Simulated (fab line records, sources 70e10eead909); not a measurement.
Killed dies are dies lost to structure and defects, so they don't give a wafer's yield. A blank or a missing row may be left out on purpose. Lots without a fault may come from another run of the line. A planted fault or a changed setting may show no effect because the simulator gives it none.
fab line records | flow nand_harc
record lots=13 wafers=38 last_day=34
route steps=1302 shown P_GATE@204 P_CONTACT@249 P_M0@272
lots that met no fault: from a run of the same line without faults
start_h: hours from the record's first day to the start of the lot's first wafer shown | wait_h: hours since the lot's step before | " the same as in the row above | L1.1+2: a row that stands for several wafers | - no value, or no start given | * or withheld: withheld | < > ~ a bound
route shown NAME@n: a module of which the file shows steps, and the number in the route of the first | usual: mean/standard deviation of fault-free wafers | same: alike in all rows | chamber/n: place in a boat | sites: the reading at each site | _std_site: their standard deviation | _edge_site: outer sites' mean less inner sites' | radius_mm: how far each site lies from the wafer's centre | mask NAME#n: copy n | behind: the tool/chamber that last shaped the wafer | hold: why the lot was held/for how many hours/how that ended | device: the transistor (n, p or np) that didn't switch | end of line: the same wafers' tests at the end of the route | a step without rows: its recipe alone | killed: dies lost to structure and defects at the first sort, not the wafer's yield | map: a wafer's dies, x killed, . not, _ none there
set.NAME: the setting as run; set.NAME@STEP: as run at that earlier step | model.NAME: the simulator's own value behind a step, which no gauge read
steps of the route over a sample of lots; a table a step, a row a wafer
services: from which hour (start_h, from the record's first day; less than 0 if before it) a tool's chamber was out of use, for how many hours, and why
## steps
# step NHARC_P_GATE_STRIP_113
# recipe power_w=1500 temp_c=110 time_s=740 chemistry=N2/H2
# usual drypump_motor_current_A=5.6/0.44 heater_power_w=91/3.2
# columns lot.wafer tool chamber start_h wait_h drypump_motor_current_A heater_power_w rf_hours_counter_h
L863.2 plasma_asher-02 1 128.96 0.3 5.0 93 7
L863.3 " 0 " " 5.7 95 -
L863.4 " 1 " " 5.0 91 -
L865.1 plasma_asher-02 1 147.19 0.3 5.1 89 11
L865.5 " 0 " " 5.7 94 -
L865.6 " 1 " " 5.1 92 -
L868.4 plasma_asher-02 1 174.15 0.3 5.0 90 -
L868.5 " 1 " " 5.0 89 -
L868.6 " 0 " " 5.7 94 -
L869.3 plasma_asher-01 1 183.68 0.4 6.3 89 -
L869.4 " 0 " " 6.0 85 -
L869.6 " 0 " " 6.0 87 -
L870.2 plasma_asher-02 1 197.69 0.2 5.1 91 24
L870.4 " 1 " " 5.1 90 -
L870.5 " 1 " " 5.1 91 -
L871.2 plasma_asher-02 1 202.13 0.2 5.1 91 25
L871.5 " 1 " " 5.0 92 -
L871.6 " 0 " " 5.7 92 -
L873.3 plasma_asher-01 0 222.79 0.4 6.0 85 -
L873.5 " 0 " " 6.0 85 -
L873.6 " 1 " " 6.2 88 -
L874.1 plasma_asher-01 0 233.19 0.2 6.0 85 11
L874.4 " 0 " " 6.0 83 -
L874.6 " 0 " " 6.0 84 -
L875.2 plasma_asher-02 0 263.57 0.3 5.7 95 2
L875.5 " 1 " " 5.1 90 -
L875.6 " 0 " " 5.7 95 -
L876.2 plasma_asher-01 1 264.11 0.4 6.3 92 17
L876.3 " 0 " " 6.0 85 -
L877.2 plasma_asher-01 1 276.52 0.2 6.2 89 20
L877.4 " 1 " " 6.3 88 -
L877.3 " 0 " " 6.0 83 -
L884.4 plasma_asher-02 1 330.98 0.3 5.1 91 -
L884.3 " 0 " " 5.7 96 -
L884.6 " 1 " " 5.0 87 -
L885.1 plasma_asher-02 1 342.23 0.5 5.1 88 19
L885.4 " 1 " " 5.0 90 -
L885.6 " 1 " " 5.1 89 -
# step NHARC_P_GATE_RTA_64
# recipe temp_c=1050 time_s=1
# usual lamp_power_pct=34.4/0.46 lamp_zone_3_pct=34.4/0.46 wafer_temp_C_max=1056.4/2.6
# columns lot.wafer tool chamber start_h wait_h lamp_power_pct lamp_zone_3_pct wafer_temp_C_max
L863.2 rtp_anneal-01 0 130.16 - 33.9 33.8 1058.3
L863.3 " 0 " " 33.8 33.8 1056.4
L863.4 " 0 " " 33.8 33.8 1059.2
L865.1 rtp_anneal-02 0 148.36 - 34.7 34.8 1056.1
L865.5 " 0 " " 34.9 34.8 1053.7
L865.6 " 0 " " 34.8 34.8 1055.8
L868.4 rtp_anneal-01 0 175.32 - 33.8 33.8 1059.7
L868.5 " 0 " " 33.8 33.8 1060.9
L868.6 " 0 " " 33.9 33.9 1061.4
L869.3 rtp_anneal-01 0 184.77 - 33.8 33.8 1059.2
L869.4 " 0 " " 33.9 33.8 1059.7
L869.6 " 0 " " 33.8 33.8 1057.6
L870.2 rtp_anneal-02 0 198.99 - 34.7 34.7 1054.4
L870.4 " 0 " " 34.7 34.7 1055.1
L870.5 " 0 " " 34.7 34.7 1053.6
L871.2 rtp_anneal-01 0 203.42 - 33.8 33.8 1061.9
L871.5 " 0 " " 33.8 33.8 1060.6
L871.6 " 0 " " 33.8 33.8 1064.5
L873.3 rtp_anneal-02 0 223.88 - 34.7 34.7 1054.7
L873.5 " 0 " " 34.8 34.7 1053.0
L873.6 " 0 " " 34.7 34.8 1053.7
L874.1 rtp_anneal-02 0 234.49 - 34.8 34.8 1055.0
L874.4 " 0 " " 34.8 34.8 1056.1
L874.6 " 0 " " 34.7 34.8 1055.5
L875.2 rtp_anneal-01 0 264.76 - 33.9 33.8 1058.4
L875.5 " 0 " " 33.9 33.8 1057.6
L875.6 " 0 " " 33.9 33.8 1058.2
L876.2 rtp_anneal-02 0 265.53 - 34.7 34.8 1053.8
L876.3 " 0 " " 34.8 34.8 1056.0
L877.2 rtp_anneal-02 0 277.85 - 34.7 34.7 1054.6
L877.3 " 0 " " 34.8 34.8 1053.4
L877.4 " 0 " " 34.8 34.8 1054.8
L884.3 rtp_anneal-02 0 332.08 - 34.8 34.8 1054.0
L884.4 " 0 " " 34.8 34.8 1055.2
L884.6 " 0 " " 34.8 34.8 1054.8
L885.1 rtp_anneal-01 0 343.39 - 33.9 33.8 1060.0
L885.4 " 0 " " 33.8 33.8 1058.6
L885.6 " 0 " " 33.9 33.8 1057.8
# step NHARC_P_CONTACT_CMP_24
# recipe t_overpolish_s=30 target_thk_nm=200
# usual motor_current_A=11.7/1.1 overpolish_run_s=30.000/0.009 time_to_endpoint_s=38.4/2.1
# columns lot.wafer tool chamber start_h wait_h motor_current_A overpolish_run_s time_to_endpoint_s
L863.4 cmp-04 0 136.04 0.4 11.6 29.994 41.2
L863.2 " 1 " " 10.2 29.984 43.0
L863.3 " 2 " " 13.2 30.009 40.5
L865.1 cmp-03 0 154.03 0.5 11.1 29.989 39.8
L865.6 " 1 " " 13.2 29.994 36.0
L865.5 " 2 " " 11.2 29.991 38.5
L868.4 cmp-04 0 180.98 0.4 11.7 30.008 38.9
L868.6 " 0 " " 11.3 29.999 38.2
L868.5 " 1 " " 10.9 30.001 37.6
L869.3 cmp-02 2 190.34 0.3 10.0 30.002 37.8
L869.4 " 3 " " 13.9 30.003 39.2
L869.6 " 2 " " 10.5 30.001 39.3
L870.4 cmp-04 2 204.88 0.3 12.6 29.995 38.7
L870.2 " 3 " " 12.0 30.001 36.6
L870.5 " 1 " " 10.5 29.997 38.3
L871.2 cmp-03 3 209.21 0.7 12.3 29.992 39.7
L871.6 " 0 " " 11.9 30.014 40.0
L871.5 " 1 " " 13.4 30.005 35.1
L873.3 cmp-02 3 229.89 0.3 13.0 29.980 37.8
L873.6 " 1 " " 11.9 30.006 36.7
L873.5 " 2 " " 10.1 29.999 38.1
L874.4 cmp-04 2 240.36 0.3 13.0 30.007 38.4
L874.1 " 0 " " 11.4 30.000 38.0
L874.6 " 2 " " 12.8 29.998 21.8
L875.2 cmp-02 0 270.77 0.5 12.9 29.997 36.8
L875.5 " 1 " " 12.1 29.981 39.4
L875.6 " 2 " " 10.4 30.000 41.3
L876.2 cmp-04 0 271.26 0.6 11.7 29.987 20.5
L876.3 " 1 " " 10.6 30.009 36.5
L877.2 cmp-04 1 284.44 0.5 9.7 29.998 20.9
L877.3 " 2 " " 13.5 30.014 38.0
L877.4 " 3 " " 11.6 30.004 38.6
L884.4 cmp-04 3 337.80 0.3 11.7 29.990 43.3
L884.3 " 0 " " 12.5 29.988 40.2
L884.6 " 1 " " 9.8 30.027 42.7
L885.4 cmp-03 0 349.34 0.3 12.4 30.000 41.8
L885.1 " 1 " " 13.3 30.006 34.9
L885.6 " 2 " " 10.9 29.990 40.3
# step NHARC_P_M0_DEGAS_28
# recipe temp_c=250 time_s=60
# usual heater_power_w=330/32 susceptor_temp_C=250.01/0.16
# columns lot.wafer tool chamber start_h wait_h heater_power_w susceptor_temp_C
L863.2 pvd_sputter-03 - 138.49 - 273 250.03
L863.3 " - " " 360 250.02
L863.4 " - " " 310 250.14
L865.1 pvd_sputter-03 - 156.29 - 275 -
L865.5 " - " " 360 -
L865.6 " - " " 320 -
L868.4 pvd_sputter-02 - 183.64 - 316 250.18
L868.6 " - " " 307 250.10
L868.5 " - " " 343 249.86
L869.3 pvd_sputter-03 - 192.72 - 362 249.98
L869.4 " - " " 286 250.25
L869.6 " - " " 362 250.16
L870.2 pvd_sputter-03 - 207.29 - 319 249.71
L870.4 " - " " 359 249.97
L870.5 " - " " 300 250.16
L871.2 pvd_sputter-01 - 211.66 - 352 249.99
L871.6 " - " " 308 249.66
L871.5 " - " " 383 250.00
L873.3 pvd_sputter-02 - 232.33 - 344 250.11
L873.6 " - " " 346 250.38
L873.5 " - " " 277 250.17
L874.1 pvd_sputter-02 - 242.78 - 346 250.22
L874.4 " - " " 369 249.82
L874.6 " - " " 338 250.18
L875.2 pvd_sputter-02 - 273.16 - 339 249.91
L875.6 " - " " 284 249.94
L875.5 " - " " 363 249.94
L876.2 pvd_sputter-01 - 274.03 - 329 -
L876.3 " - " " 376 -
L877.2 pvd_sputter-01 - 286.87 - 379 250.08
L877.4 " - " " 336 250.08
L877.3 " - " " 306 249.92
L884.4 pvd_sputter-01 - 340.32 - 372 250.24
L884.3 " - " " 330 250.14
L884.6 " - " " 297 249.96
L885.4 pvd_sputter-01 - 351.58 - 339 249.98
L885.1 " - " " 372 249.73
L885.6 " - " " 345 249.62
## services
# columns tool chamber start_h hours kind
cmp-04 - 111.00 4.0 pm
plasma_asher-02 - 113.32 1.5 repair
cmp-03 - 115.47 0.2 repair
cmp-03 - 125.52 0.9 repair
cmp-02 - 136.02 4.0 pm
cmp-02 - 143.08 0.3 repair
cmp-03 - 162.00 4.0 pm
cmp-02 - 163.33 1.8 repair
plasma_asher-01 - 165.17 9.0 pm
pvd_sputter-03 - 170.00 10.0 pm
cmp-03 - 183.51 1.4 repair
cmp-02 - 195.84 2.6 repair
plasma_asher-01 - 208.77 4.5 repair
cmp-04 - 209.00 4.0 pm
pvd_sputter-01 - 226.00 10.0 pm
plasma_asher-02 - 249.83 9.0 pm
plasma_asher-01 - 254.61 5.7 repair
pvd_sputter-01 - 269.80 2.5 repair
pvd_sputter-02 - 282.00 10.0 pm
cmp-04 - 307.00 4.0 pm
cmp-04 - 332.65 0.8 repair
cmp-04 - 336.34 0.7 repair
plasma_asher-01 - 342.17 9.0 pm
pvd_sputter-03 - 348.08 10.0 pm
## key
first_sign step=NHARC_P_CONTACT_CMP_24 reading=time_to_endpoint_s direction=down sigmas=8.1 usual=* struck=*
effect none on later readings
met_at NHARC_P_CONTACT_CMP_24
struck_lots L874,L876,L877
struck_wafers L874.6,L876.2,L877.2
tester_left_out L874,L876,L877
not_acting_at NHARC_P_GATE_STRIP_113,NHARC_P_GATE_RTA_64,NHARC_P_M0_DEGAS_28
onset_between 204.88 240.36
fault kind=process_parameter_drift tool=cmp-04 chamber=- onset_h=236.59 steps=NHARC_P_CONTACT_CMP_24 channel=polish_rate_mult offset=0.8 shape=step end_h=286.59 scope=struck_wafers_only
# tester_left_out: of these lots the tester's yield and bins aren't shown, on N5 and GAA mostly nor the transistor test; their killed dies are dies lost to structure and defects alone, not to doping, threshold or leakage, so they don't give the yield
